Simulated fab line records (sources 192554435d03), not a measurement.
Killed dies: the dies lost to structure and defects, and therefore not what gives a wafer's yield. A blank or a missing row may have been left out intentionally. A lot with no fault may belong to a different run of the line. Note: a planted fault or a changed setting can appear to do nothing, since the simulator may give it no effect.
Chamber matching	flow n5Finfet	rieDiel-04 running N5_BEOL_M6_DESCUM_33: 4 sister chambers
The step chemistry O2, time 7 s. 8 wafers are shown with their chamber, then 9 later ones without.

## EACH WAFER AND ITS CHAMBER
wafer	chamber	throttleValvePct (%)	oesProductAu (a.u.)
L079.3	2	20.0	0.88
L083.2	0	20.8	0.69
L083.3	3	20.3	0.86
L087.5	1	20.2	0.68
L087.6	2	20.0	0.84
L093.2	1	20.2	0.66
L093.3	0	20.8	0.67
L093.4	3	20.4	0.83

## WAFERS WHOSE CHAMBER IS MISSING
wafer	throttleValvePct (%)	oesProductAu (a.u.)
L094.2	20.2	0.66
L094.4	20.1	0.82
L094.5	20.3	0.82
L095.2	20.3	0.83
L095.5	20.2	0.66
L095.6	20.8	0.66
L096.2	20.4	0.83
L096.3	20.8	0.67
L096.5	20.2	0.66

## WHICH CHAMBER EACH ONE RAN IN
wafer	from the rows above	in truth
L094.2	1	1
L094.4	2	2
L094.5	3	3
L095.2	3	3
L095.5	1	1
L095.6	0	0
L096.2	3	3
L096.3	0	0
L096.5	1	1
Correct placement for 9 of the 9. Can't be placed from these rows: 0. Placed wrongly: 0.
How it was worked out, from the rows above alone: a wafer's distance from a chamber is the root of the sum, over the readings, of the square of ((its reading less the chamber's mean) divided by the reading's scatter). The wafer belongs to the nearest chamber; if the next one is less than 2 further off, it can't be placed. The mean given for a chamber averages the wafers shown for that chamber. The scatter: take each reading less its chamber's mean, square it, sum over the shown wafers, divide by the number of wafers less the number of chambers, and take the root.
